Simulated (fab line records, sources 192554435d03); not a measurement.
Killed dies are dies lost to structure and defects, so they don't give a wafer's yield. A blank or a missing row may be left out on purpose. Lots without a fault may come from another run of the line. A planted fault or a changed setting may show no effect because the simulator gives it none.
Which tool did it? | flow n5_finfet | 9 lots, 24 wafers sampled, at 5 steps of a route of 1938

WHAT THE GAUGES READ, wafer by wafer
N5_BEOL_M4_RC_MEAS_101. Usual: DIBL_N 36.2 mV/V, standard deviation 2.2; DIBL_P 36.5 mV/V, standard deviation 3; IOFF_N 0.16 nA/um, standard deviation 0.039; IOFF_P 0.22 nA/um, standard deviation 0.047; ION_N 675 uA/um, standard deviation 15; ION_P 463 uA/um, standard deviation 10; SS_N 71.6 mV/dec, standard deviation 0.71; SS_P 73.4 mV/dec, standard deviation 0.94; VT_N 250 mV, standard deviation 3.6; VT_P -250 mV, standard deviation 3.9.
lot  | measured     | on        | DIBL_N (mV/V)  | DIBL_P (mV/V)  | IOFF_N (nA/um) | IOFF_P (nA/um) | ION_N (uA/um) | ION_P (uA/um) | SS_N (mV/dec)  | SS_P (mV/dec)  | VT_N (mV)   | VT_P (mV)      | flag
L103 | day 7 17:24  | prober-01 | 32.5 36.8 35.2 | 32.4 37.7 36.3 | 0.11 0.20 0.17 | 0.16 0.25 0.22 | 650 690 677   | 452 468 463   | 70.7 71.8 71.6 | 72.4 74.1 72.6 | 252 241 247 | -253 -249 -248 |
L104 | day 7 23:32  | prober-01 | 36.4 34.3 34.3 | 33.6 31.7 31.1 | 0.14 0.12 0.12 | 0.17 0.16 0.14 | 661 666 654   | 450 458 450   | 71.7 71.3 71.8 | 72.8 72.0 72.2 | 251 249 251 | -255 -254 -253 |
L106 | day 8 07:55  | prober-02 | 35.7 41.1 35.3 | 35.8 42.1 35.4 | 0.14 0.26 0.14 | 0.18 0.29 0.18 | 669 694 658   | 452 470 455   | 71.3 73.5 71.3 | 74.0 75.4 73.2 | 251 245 252 | -253 -249 -255 |
L108 | day 8 21:22  | prober-01 | 38.5 35.3 37.7 | 39.0 35.3 37.4 | 0.20 0.14 0.18 | 0.28 0.23 0.25 | 687 662 690   | 476 462 473   | 72.4 70.6 71.3 | 73.7 73.4 72.9 | 247 249 246 | -245 -245 -245 |
L107 | day 9 02:36  | prober-02 | 35.1 35.4 32.2 | 35.7 37.1 32.7 | 0.14 0.15 0.10 | 0.18 0.21 0.16 | 664 678 650   | 451 468 450   | 71.3 71.5 70.5 | 73.3 73.0 72.2 | 253 250 257 | -254 -250 -253 |
L109 | day 9 08:58  | prober-02 | 35.2 34.7 38.8 | 36.0 34.5 40.0 | 0.16 0.15 0.24 | 0.22 0.19 0.31 | 676 674 690   | 464 457 474   | 71.9 71.3 73.3 | 74.0 73.0 75.5 | 249 250 243 | -249 -249 -246 |
L110 | day 9 22:13  | prober-01 | 39.0 38.5      | 40.5 40.0      | 0.18 0.18      | 0.25 0.24      | 696 694       | 479 477       | 71.5 71.4      | 73.8 74.2      | 250 250     | -249 -247      |
L117 | day 11 16:50 | prober-01 | 38.2 37.4      | 38.9 38.4      | 0.18 0.16      | 0.21 0.20      | 669 692       | 458 466       | 71.9 71.3      | 74.2 72.7      | 249 251     | -252 -255      |
L120 | day 12 16:28 | prober-02 | 36.8 38.3      | 36.2 38.6      | 0.18 0.21      | 0.21 0.24      | 690 686       | 460 462       | 72.1 71.9      | 73.8 74.4      | 246 244     | -250 -248      |

N5_BEOL_M8_CD_MEAS_28: target cd 40 nm. Usual: cd_nm 39.88 nm, standard deviation 0.27.
lot  | measured     | on        | cd_nm (nm)        | flag
L103 | day 9 03:37  | cd_sem-03 | 39.38 40.08 39.49 |
L104 | day 9 09:01  | cd_sem-01 | 39.63 39.79 39.73 |
L106 | day 9 19:06  | cd_sem-01 | 39.71 40.00 39.79 |
L108 | day 10 09:30 | cd_sem-02 | 40.05 40.11 39.89 |
L107 | day 10 09:40 | cd_sem-03 | 39.83 39.40 40.01 |
L109 | day 11 00:32 | cd_sem-02 | 39.91 40.27 40.27 |
L110 | day 11 09:12 | cd_sem-02 | 39.63 39.86       |
L117 | day 13 04:40 | cd_sem-02 | 29.90 29.78       | OFF
L120 | day 14 06:08 | cd_sem-03 | 28.84 40.06       | OFF

N5_BEOL_M8_OVL_MEAS_29. Usual: V7_OVL 0.1 nm, standard deviation 0.65.
lot  | measured     | on         | V7_OVL (nm)    | flag
L103 | day 9 03:38  | overlay-01 | -0.6 0.6 0.2   |
L104 | day 9 09:04  | overlay-02 | -0.3 -0.2 -0.2 |
L106 | day 9 19:08  | overlay-02 | 0.3 1.0 -0.3   |
L108 | day 10 09:32 | overlay-01 | -0.6 0.4 -0.9  |
L107 | day 10 09:41 | overlay-02 | 1.0 0.5 -1.0   |
L109 | day 11 00:35 | overlay-02 | -0.1 0.1 0.1   |
L110 | day 11 09:14 | overlay-02 | -0.7 -1.7      |
L117 | day 13 04:41 | overlay-01 | -0.3 -1.1      |
L120 | day 14 06:11 | overlay-01 | -1.3 0.2       |

WHICH TOOL RAN EACH LOT (tool, then ch and the chambers of the sampled wafers, then the start)
lot  | N5_BEOL_M8_ETCH_62                 | N5_BEOL_M8_EXPOSE_25
L103 | rie_diel-02 ch 0,1,3, day 9 02:13  | euv_scanner-02 ch 0, day 9 03:29
L104 | rie_diel-01 ch 0,1,2, day 9 08:16  | euv_scanner-02 ch 0, day 9 08:54
L106 | rie_diel-02 ch 0,2, day 9 17:28    | euv_scanner-02 ch 0, day 9 18:58
L108 | rie_diel-04 ch 1,2,3, day 10 06:07 | euv_scanner-01 ch 0, day 10 09:22
L107 | rie_diel-02 ch 0,1,3, day 10 06:22 | euv_scanner-02 ch 0, day 10 09:32
L109 | rie_diel-01 ch 0,2,3, day 10 21:04 | euv_scanner-01 ch 0, day 11 00:25
L110 | rie_diel-02 ch 0,1, day 11 07:10   | euv_scanner-01 ch 0, day 11 09:04
L117 | rie_diel-02 ch 0,3, day 13 01:07   | euv_scanner-01 ch 0, day 13 04:32
L120 | rie_diel-04 ch 1,2, day 14 04:47   | euv_scanner-01 ch 0, day 14 06:01
- N5_BEOL_M8_ETCH_62: etches SOC in N2/H2, target depth 110 nm, overetch 22 nm, time 165 s.
- N5_BEOL_M8_EXPOSE_25: exposes mask V7, target cd 40 nm.

WHAT THE TOOLS THEMSELVES READ (means of the sampled wafers that have a number; where no wafer has one, the mark that the record gives instead)
N5_BEOL_M8_ETCH_62. Usual: drypump_motor_current_A 5.6 A, standard deviation 0.45; oes_product_au 0.69 a.u., standard deviation 0.058; rf_vpp_V 523.8 V, standard deviation 2; showerhead_plenum_p_Torr 2.54 Torr, standard deviation 0.075; temp_c 40.00 C, standard deviation 0.11; throttle_valve_pct 17.65 %, standard deviation 0.19.
lot  | tool        | drypump_motor_current_A (A) | oes_product_au (a.u.) | rf_vpp_V (V) | showerhead_plenum_p_Torr (Torr) | temp_c (C) | throttle_valve_pct (%) | flag
L103 | rie_diel-02 | 5.9                         | 0.68                  | 522.4        | 2.47                            | 39.96      | 17.72                  |
L104 | rie_diel-01 | 5.6                         | 0.71                  | 526.1        | 2.61                            | 39.86      | 17.54                  |
L106 | rie_diel-02 | 6.2                         | 0.74                  | 522.3        | 2.48                            | 39.89      | 17.51                  |
L108 | rie_diel-04 | 5.3                         | 0.75                  | 526.7        | 2.64                            | 39.98      | 17.71                  |
L107 | rie_diel-02 | 5.9                         | 0.67                  | 522.4        | 2.47                            | 40.08      | 17.74                  |
L109 | rie_diel-01 | 5.4                         | 0.66                  | 524.6        | 2.59                            | 40.08      | 17.65                  |
L110 | rie_diel-02 | 5.8                         | 0.70                  | 521.8        | 2.46                            | 40.00      | 17.69                  |
L117 | rie_diel-02 | 6.2                         | 0.65                  | 522.0        | 2.47                            | 40.13      | 17.91                  |
L120 | rie_diel-04 | 5.1                         | 0.70                  | 526.3        | 2.65                            | 40.03      | 17.77                  |

N5_BEOL_M8_EXPOSE_25. Usual: reticle_temp_C 23.03 C, standard deviation 0.094.
lot  | tool           | reticle_temp_C (C) | flag
L103 | euv_scanner-02 | 23.02              |
L104 | euv_scanner-02 | 23.06              |
L106 | euv_scanner-02 | 23.06              |
L108 | euv_scanner-01 | 23.10              |
L107 | euv_scanner-02 | 23.02              |
L109 | euv_scanner-01 | 23.04              |
L110 | euv_scanner-01 | 22.95              |
L117 | euv_scanner-01 | 23.04              |
L120 | euv_scanner-01 | 23.01              |

THE ANSWER, worked out from the rows above alone
Rule: a lot is off if the mean of its wafers that have a number lies more than 3 standard deviations from the usual mean. A lot without any number at a reading at which 4 lots or more have one is off too. The other lots that the step has rows for count as sound. The gauges are gone through in route order, then the tools' own readings, and for those a lot's mean is taken as printed above. The first step at which some lot is off is used, and at that step the reading that is off furthest; a lot without a number counts as furthest.
Off: L117, L120, at N5_BEOL_M8_CD_MEAS_28 (cd_nm).
A tool fits if, at a process step before that reading, it ran every lot that is off, and no sound lot after the first of them. The gauges at N5_BEOL_M8_CD_MEAS_28 are tried like those tools. One fits: euv_scanner-01 at N5_BEOL_M8_EXPOSE_25. Its last sound lot is L110 (day 11 09:04), its first lot that is off L117 (day 13 04:32): a fault that began between those two fits.

WHAT THE SIMULATOR HAD PUT IN
Process parameter drift: euv_scanner-01, from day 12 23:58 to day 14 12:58, at N5_BEOL_M8_EXPOSE_25. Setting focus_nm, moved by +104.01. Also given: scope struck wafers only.
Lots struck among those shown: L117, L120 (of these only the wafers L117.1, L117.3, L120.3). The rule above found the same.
